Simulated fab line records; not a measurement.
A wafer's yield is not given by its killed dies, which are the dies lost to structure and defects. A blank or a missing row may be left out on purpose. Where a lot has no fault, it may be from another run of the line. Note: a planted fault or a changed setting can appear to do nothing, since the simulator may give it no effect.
Which tool was responsible? | flow n5-finfet | 8 lots, 24 wafers sampled, at 6 steps of a route of 1938

## WHAT EACH GAUGE READ, for each wafer
N5_FIN_SAQP_CD_MEAS_27: the cd target is 20 nm.
lot  | measured    | on        | cd-nm (nm)
L188 | day 3 00:42 | cd-sem-02 | - - -
L189 | day 3 07:16 | cd-sem-02 | - - -
L191 | day 3 18:23 | cd-sem-03 | 20.17 20.52 19.86
L201 | day 6 07:49 | cd-sem-02 | 20.21 20.31 20.38
L202 | day 6 13:14 | cd-sem-01 | 20.21 20.46 19.84
L203 | day 6 19:32 | cd-sem-03 | 20.42 20.54 20.07
L204 | day 7 01:58 | cd-sem-03 | 20.42 19.56 20.34
L206 | day 7 13:38 | cd-sem-02 | 20.62 20.74 20.29

## WHAT TOOL EACH LOT RAN ON (gives the tool, then ch and the chambers of the sampled wafers, and finally the start)
lot  | N5_FIN_SAQP_PECVD_48           | N5_FIN_SAQP_PECVD_06           | N5_FIN_SAQP_SPACER1_ALD_24       | N5_FIN_SAQP_SPACER1_ETCHBACK_25   | N5_FIN_SAQP_MANDREL1_REMOVE_56
L188 | pecvd-01 ch 1, day 2 21:43     | pecvd-01 ch 1, day 2 21:46     | ald-sin-04 ch 0,1,3, day 2 23:47 | rie-diel-05 ch 0,2,3, day 3 00:30 | rie-si-03 ch 1,2,3, day 3 00:35
L189 | pecvd-03 ch 0,1, day 3 03:36   | pecvd-03 ch 0,1, day 3 03:38   | ald-sin-02 ch 1,2,3, day 3 06:21 | rie-diel-03 ch 0,1, day 3 07:04   | rie-si-06 ch 2,3, day 3 07:10
L191 | pecvd-04 ch 0,2, day 3 15:30   | pecvd-04 ch 0,2, day 3 15:32   | ald-sin-04 ch 0,1,3, day 3 17:28 | rie-diel-03 ch 1,2,3, day 3 18:11 | rie-si-05 ch 0,1,3, day 3 18:17
L201 | pecvd-04 ch 0,1, day 6 04:05   | pecvd-04 ch 0,1, day 6 04:09   | ald-sin-02 ch 0,3, day 6 06:25   | rie-diel-05 ch 0,1,2, day 6 07:37 | rie-si-03 ch 1,2,3, day 6 07:43
L202 | pecvd-01 ch 1,2, day 6 10:17   | pecvd-01 ch 1,2, day 6 10:21   | ald-sin-01 ch 0,1,3, day 6 12:17 | rie-diel-05 ch 0,1,3, day 6 13:02 | rie-si-06 ch 0,1,3, day 6 13:07
L203 | pecvd-03 ch 1,2, day 6 16:29   | pecvd-03 ch 1,2, day 6 16:32   | ald-sin-04 ch 2,3, day 6 18:26   | rie-diel-03 ch 0,3, day 6 19:20   | rie-si-06 ch 1,2,3, day 6 19:25
L204 | pecvd-01 ch 0,2, day 6 23:13   | pecvd-01 ch 0,2, day 6 23:15   | ald-sin-02 ch 0,1,3, day 7 01:03 | rie-diel-05 ch 1,2,3, day 7 01:46 | rie-si-03 ch 0,1,3, day 7 01:52
L206 | pecvd-03 ch 0,1,2, day 7 10:34 | pecvd-03 ch 0,1,2, day 7 10:37 | ald-sin-01 ch 0,1,3, day 7 12:40 | rie-diel-05 ch 1,2,3, day 7 13:26 | rie-si-03 ch 0,2,3, day 7 13:31
- N5_FIN_SAQP_PECVD_48: deposits SiNx from SiH4/NH3/N2, target thk 25 nm, time 22.1 s.
- N5_FIN_SAQP_PECVD_06: deposits a-Si from SiH4/He, target thk 60 nm, time 48.1 s.
- N5_FIN_SAQP_SPACER1_ALD_24: deposits SiO2, target thk 20.3 nm, pulse time 1 s, purge time 2 s.
- N5_FIN_SAQP_SPACER1_ETCHBACK_25: etches SiO2 in CHF3/O2, target depth 24.4 nm, time 12.2 s.
- N5_FIN_SAQP_MANDREL1_REMOVE_56: chemistry HBr/Cl2/O2, target a-Si, stops on SiNx, bt time 10 s.

## THE ANSWER, worked out from the rows above alone
Rule: the lots themselves supply what counts as usual. Put in order of their means at a reading, lots are off if they are a third of the lots or fewer, leave a main group of 4 or more, and stand apart from it by a gap of 3 or more times the standard deviation of the main group's means; of several such gaps the widest counts. The tables above print the reading to a certain number of digits; a main group whose means all agree to those digits is not used. Also off: a lot with no number at a reading for which 4 or more lots have one. Where the step has rows for the other lots, those lots are counted as sound.
Off at N5_FIN_SAQP_CD_MEAS_27 (cd-nm): L188, L189. Without a number there: L188, L189. Mean 20.28 nm and standard deviation 0.15 in the main group.
A tool fits if, at a process step before that reading, it ran every lot that is off, and no sound lot after the first of them. The gauges at N5_FIN_SAQP_CD_MEAS_27 are tried like those tools. Of those tried, none fits.

## WHAT WAS PUT IN BY THE SIMULATOR
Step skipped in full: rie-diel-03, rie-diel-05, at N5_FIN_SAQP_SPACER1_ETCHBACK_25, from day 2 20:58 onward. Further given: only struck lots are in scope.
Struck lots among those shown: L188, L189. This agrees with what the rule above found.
